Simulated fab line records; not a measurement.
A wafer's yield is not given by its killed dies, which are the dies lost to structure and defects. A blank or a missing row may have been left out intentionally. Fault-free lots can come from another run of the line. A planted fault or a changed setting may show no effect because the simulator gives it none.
Matching of chambers    flow nandHarc    NHARC_A_CONTACT_DEP_58 on pecvd-02: 3 sister chambers
The step deposits SiON, target thk 90 nm. 3 wafers are shown with their chamber, then 9 later ones without.

## WAFERS WITH THEIR CHAMBER
wafer   chamber  heaterPowerW (W)
L078.4  0        754
L083.2  1        845
L083.6  2        739

## WAFERS WITHOUT THEIR CHAMBER
wafer   heaterPowerW (W)
L093.1  756
L093.2  603
L093.4  778
L096.2  819
L096.3  749
L096.5  786
L097.1  792
L097.2  682
L097.3  753

## THE CHAMBER EACH PASSED THROUGH
wafer   from the rows above           in truth
L093.1  can't be placed: 0 or 2 or 1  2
L093.2  can't be placed: 2 or 0 or 1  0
L093.4  can't be placed: 0 or 2 or 1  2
L096.2  can't be placed: 1 or 0 or 2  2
L096.3  can't be placed: 0 or 2 or 1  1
L096.5  can't be placed: 0 or 2 or 1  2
L097.1  can't be placed: 0 or 1 or 2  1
L097.2  can't be placed: 2 or 0 or 1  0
L097.3  can't be placed: 0 or 2 or 1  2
Placed correctly: 0 of 9. From these rows, 9 cannot be placed; in 9 the true chamber is one of the candidates. 0 placed wrongly.
How it was worked out, from the rows above alone: a wafer's distance from a chamber is the root of the sum, over the readings, of the square of ((its reading less the chamber's mean) divided by the reading's scatter). If the next closest chamber is less than 2 further off than the closest, the wafer can't be placed; otherwise it belongs to the closest. Each chamber's mean is taken over the wafers shown for it. The scatter: with one shown wafer a chamber, the root of the mean of the squares of how far each hidden wafer lies from its nearest shown one.
